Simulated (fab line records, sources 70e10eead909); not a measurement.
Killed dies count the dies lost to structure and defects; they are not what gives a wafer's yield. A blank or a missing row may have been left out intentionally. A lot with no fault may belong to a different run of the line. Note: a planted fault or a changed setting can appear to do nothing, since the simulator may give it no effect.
Which tool is to blame? ; flow nandHarc ; 14 lots, 41 wafers sampled, at 5 steps of a route of 1302

## WHAT THE GAUGES SHOWED, per wafer
NHARC_A_BLC_CD_MEAS_10: target cd 100 nm.
lot;measured;on;cdNm (nm)
L562;day 23 06:55;cdSem-01;99.6 99.0 99.9
L564;day 23 18:45;cdSem-03;100.8 100.4 100.9
L565;day 25 04:56;cdSem-02;99.3 99.3 98.9
L566;day 25 12:14;cdSem-01;100.6 99.4 99.8
L568;day 25 16:13;cdSem-01;99.4 99.9 99.4
L567;day 25 18:40;cdSem-01;99.6 99.2 99.5
L569;day 25 20:13;cdSem-03;99.2 100.0 98.8
L571;day 27 01:08;cdSem-03;99.7 99.7 100.2
L572;day 27 01:41;cdSem-02;99.2 99.5 99.9
L574;day 27 13:25;cdSem-03;100.7 99.5 100.2
L576;day 28 21:17;cdSem-03;99.9 99.9
L579;day 30 15:20;cdSem-01;101.2 101.6 100.3
L584;day 31 19:08;cdSem-01;100.2 99.6 101.1
L583;day 31 22:38;cdSem-01;99.4 99.7 99.8

NHARC_A_BLC_OVL_MEAS_11.
lot;measured;on;overlayXNm (nm);overlayYNm (nm)
L562;day 23 07:00;overlay-01;1.1 0.9 1.4;-0.7 -0.4 -1.1
L564;day 23 18:50;overlay-01;0.4 0.1 0.2;1.6 2.2 2.0
L565;day 25 05:01;overlay-02;-1.2 -0.6 -0.8;0.9 1.1 0.8
L566;day 25 12:20;overlay-01;0.7 0.3 0.3;1.1 0.9 0.3
L568;day 25 16:18;overlay-02;0.0 -0.3 0.0;-0.6 -0.6 -1.1
L567;day 25 18:45;overlay-01;0.2 -0.4 0.0;0.2 -1.4 -0.8
L569;day 25 20:17;overlay-02;0.2 0.9 0.6;-0.3 0.0 0.2
L571;day 27 01:14;overlay-01;0.9 1.0 0.8;-0.3 -0.4 -0.3
L572;day 27 01:47;overlay-02;-1.0 -0.8 -0.3;0.7 1.0 -0.1
L574;day 27 13:30;overlay-01;-0.3 -0.9 -0.8;0.6 0.1 0.0
L576;day 28 21:22;overlay-02;-0.6 -0.9;0.1 0.3
L579;day 30 15:26;overlay-01;-0.3 -0.5 -1.2;-0.9 -0.8 -0.7
L584;day 31 19:14;overlay-01;1.2 0.4 0.1;0.1 -0.3 0.3
L583;day 31 22:43;overlay-02;-0.4 -0.7 -0.8;-0.7 -1.1 -1.1

NHARC_END_SORT_01.
lot;measured;on;killedAtArray;killedAtOther;killedAtPeriphery;killedDies;killedOpen;killedShort
L566;day 27 08:58;prober-02;31 31 25;0 0 1;2 2 1;33 33 27;4 4 4;5 1 5
L572;day 28 22:01;prober-01;17 19 21;1 1 0;2 2 6;20 22 27;1 2 2;1 2 4
L574;day 30 04:52;prober-01;48 40 53;2 1 0;6 2 3;56 43 56;4 2 4;2 3 3
L576;day 30 20:44;prober-02;74;0;0;74;2;4
L583;day 33 20:31;prober-01;55 52 48;0 0 0;7 9 2;62 61 50;3 5 2;5 3 1

## EACH LOT AND THE TOOL THAT RAN IT (in order: tool; ch and the chambers of the sampled wafers; start)
lot;NHARC_A_CONTACT_CMP_20;NHARC_A_BLC_CMP_25
L562;cmp-02 ch 0,2, day 23 06:00;cmp-03 ch 0,1,2, day 23 09:42
L564;cmp-04 ch 1,2,3, day 23 17:49;cmp-03 ch 2,3, day 23 21:29
L565;cmp-02 ch 0,1,2, day 25 04:02;cmp-02 ch 1,3, day 25 07:43
L566;cmp-02 ch 0,1,3, day 25 11:19;cmp-02 ch 2,3, day 25 15:16
L568;cmp-02 ch 0,2,3, day 25 15:26;cmp-02 ch 1,2,3, day 25 19:08
L567;cmp-04 ch 1,3, day 25 17:55;cmp-02 ch 2,3, day 25 21:32
L569;cmp-04 ch 0,2,3, day 25 19:17;cmp-03 ch 0,1,2, day 25 23:28
L571;cmp-02 ch 0,2,3, day 27 00:18;cmp-03 ch 0,1, day 27 03:55
L572;cmp-01 ch 0,2,3, day 27 00:47;cmp-03 ch 0,1,2, day 27 04:28
L574;cmp-04 ch 2,3, day 27 12:32;cmp-03 ch 2,3, day 27 16:30
L576;cmp-04 ch 1,3, day 28 20:29;cmp-03 ch 2,3, day 29 00:25
L579;cmp-04 ch 1,2,3, day 30 14:37;cmp-02 ch 1,2,3, day 30 18:33
L584;cmp-01 ch 0,3, day 31 18:23;cmp-03 ch 2,3, day 31 21:55
L583;cmp-01 ch 0,3, day 31 21:50;cmp-02 ch 1,2,3, day 32 01:35
- NHARC_A_CONTACT_CMP_20: polishes, t overpolish 30 s, target thk 300 nm.
- NHARC_A_BLC_CMP_25: polishes, t overpolish 30 s, target thk 150 nm.

## WHAT THE TOOLS THEMSELVES READ (means of the sampled wafers that have a number; where no wafer has one, the mark that the record gives instead)
NHARC_A_CONTACT_CMP_20.
lot;tool;motorCurrentA (A);overpolishRunS (s);timeToEndpointS (s)
L562;cmp-02;12.7;30.001;63.2
L564;cmp-04;12.9;29.999;65.0
L565;cmp-02;12.6;29.998;61.8
L566;cmp-02;12.2;30.001;59.7
L568;cmp-02;12.3;30.003;59.3
L567;cmp-04;11.8;29.994;61.4
L569;cmp-04;12.1;30.012;63.5
L571;cmp-02;12.5;29.996;58.8
L572;cmp-01;12.5;29.991;58.1
L574;cmp-04;12.9;30.000;60.4
L576;cmp-04;11.8;30.007;61.6
L579;cmp-04;12.9;30.004;60.3
L584;cmp-01;13.0;29.994;60.2
L583;cmp-01;12.5;30.007;62.4

NHARC_A_BLC_CMP_25.
lot;tool;motorCurrentA (A);overpolishRunS (s);timeToEndpointS (s)
L562;cmp-03;12.5;30.002;30.7
L564;cmp-03;11.0;29.997;30.2
L565;cmp-02;12.3;29.993;29.9
L566;cmp-02;12.2;29.999;32.3
L568;cmp-02;12.6;29.998;31.7
L567;cmp-02;12.1;30.000;29.6
L569;cmp-03;12.7;30.004;30.2
L571;cmp-03;12.5;29.998;30.5
L572;cmp-03;12.4;25.023;42.5
L574;cmp-03;11.0;25.160;43.5
L576;cmp-03;11.2;25.671;43.4
L579;cmp-02;12.4;30.000;30.6
L584;cmp-03;11.7;30.005;30.9
L583;cmp-02;12.2;30.003;28.8

## THE ANSWER, worked out from the rows above alone
Rule: the lots themselves supply what counts as usual. Put in order of their means at a reading, lots are off if they are a third of the lots or fewer, leave a main group of 4 or more, and stand apart from it by a gap of 3 or more times the standard deviation of the main group's means; of several such gaps the widest counts. A main group is skipped when, at the precision printed for the reading in the tables above, its means are all equal. A lot without any number at a reading at which 4 lots or more have one is off too. Where the step has rows for the other lots, those lots are counted as sound. Order of review: gauges by route order, followed by the tools' own readings, for which a lot's mean as printed above is used. The first step at which some lot is off is used, and at that step the reading that is off furthest; a lot without a number counts as furthest.
Off, at NHARC_A_BLC_CMP_25 on overpolishRunS: L572, L574, L576. The main group has a mean of 30.000 s with a standard deviation of 0.0033.
A tool fits if, at that step or a process step before it, it ran every lot that is off, and no sound lot after the first of them. None of those tried fits.

## WHAT HAD BEEN PUT IN BY THE SIMULATOR
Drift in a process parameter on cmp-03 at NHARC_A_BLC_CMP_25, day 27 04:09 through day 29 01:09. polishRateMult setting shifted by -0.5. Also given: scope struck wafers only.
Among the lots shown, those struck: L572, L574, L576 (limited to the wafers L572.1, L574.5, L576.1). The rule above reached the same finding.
